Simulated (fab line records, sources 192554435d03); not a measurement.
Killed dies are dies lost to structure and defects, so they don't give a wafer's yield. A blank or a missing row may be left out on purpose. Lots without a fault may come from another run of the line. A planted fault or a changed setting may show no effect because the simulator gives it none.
Chamber matching | flow n5_finfet | N5_BEOL_M9_ETCH_65 on rie_diel-02: 4 sister chambers
The step etches SiARC in CF4, target depth 15.6 nm, time 26 s. 14 wafers are shown with their chamber, then 7 later ones without.

WAFERS WITH THEIR CHAMBER
wafer  | chamber | drypump_motor_current_A (A) | showerhead_plenum_p_Torr (Torr) | throttle_valve_pct (%)
L075.2 | 2       | 5.5                         | 2.19                            | 15.46
L075.4 | 3       | 6.0                         | 2.06                            | 15.80
L075.5 | 2       | 5.5                         | 2.19                            | 15.47
L080.1 | 0       | 5.0                         | 2.19                            | 15.00
L080.2 | 3       | 6.0                         | 2.05                            | 15.83
L080.4 | 2       | 5.5                         | 2.19                            | 15.50
L084.3 | 1       | 6.4                         | 2.06                            | 15.85
L084.5 | 1       | 6.4                         | 2.06                            | 15.86
L084.6 | 2       | 5.6                         | 2.18                            | 15.52
L088.1 | 2       | 5.6                         | 2.18                            | 15.53
L088.3 | 0       | 5.0                         | 2.19                            | 15.02
L088.6 | 3       | 6.0                         | 2.05                            | 15.87
L087.1 | 2       | 5.5                         | 2.18                            | 15.53
L087.2 | 1       | 6.4                         | 2.06                            | 15.86

SIGNATURES (means of the wafers above)
reading                  | chamber 0 | chamber 1 | chamber 2 | chamber 3 | scatter within a chamber
drypump_motor_current_A  | 5.000     | 6.400     | 5.533     | 6.000     | 0.0365
showerhead_plenum_p_Torr | 2.1900    | 2.0600    | 2.1850    | 2.0533    | 0.00465
throttle_valve_pct       | 15.0100   | 15.8567   | 15.5017   | 15.8333   | 0.0272
Rule: a wafer's distance from a chamber is the root of the sum, over the readings, of the square of ((its reading less the chamber's mean) divided by the reading's scatter). The wafer belongs to the nearest chamber; if the next one is less than 2 further off, it can't be placed. The scatter: the root of (the sum of the squares of (reading less its chamber's mean) over the shown wafers, divided by (wafers less chambers)).

WAFERS WITHOUT THEIR CHAMBER
wafer  | drypump_motor_current_A (A) | showerhead_plenum_p_Torr (Torr) | throttle_valve_pct (%)
L087.5 | 6.0                         | 2.04                            | 15.85
L089.2 | 6.0                         | 2.04                            | 15.85
L089.3 | 5.6                         | 2.18                            | 15.53
L089.5 | 6.0                         | 2.04                            | 15.85
L093.1 | 5.6                         | 2.18                            | 15.55
L093.2 | 6.4                         | 2.06                            | 15.89
L093.6 | 5.6                         | 2.18                            | 15.55

WHICH CHAMBER EACH WENT THROUGH
wafer  | from the rows above | in truth
L087.5 | 3                   | 3
L089.2 | 3                   | 3
L089.3 | 2                   | 2
L089.5 | 3                   | 3
L093.1 | 2                   | 2
L093.2 | 1                   | 1
L093.6 | 2                   | 2
Placed correctly: 7 of 7. Can't be placed from these rows: 0. Placed wrongly: 0.
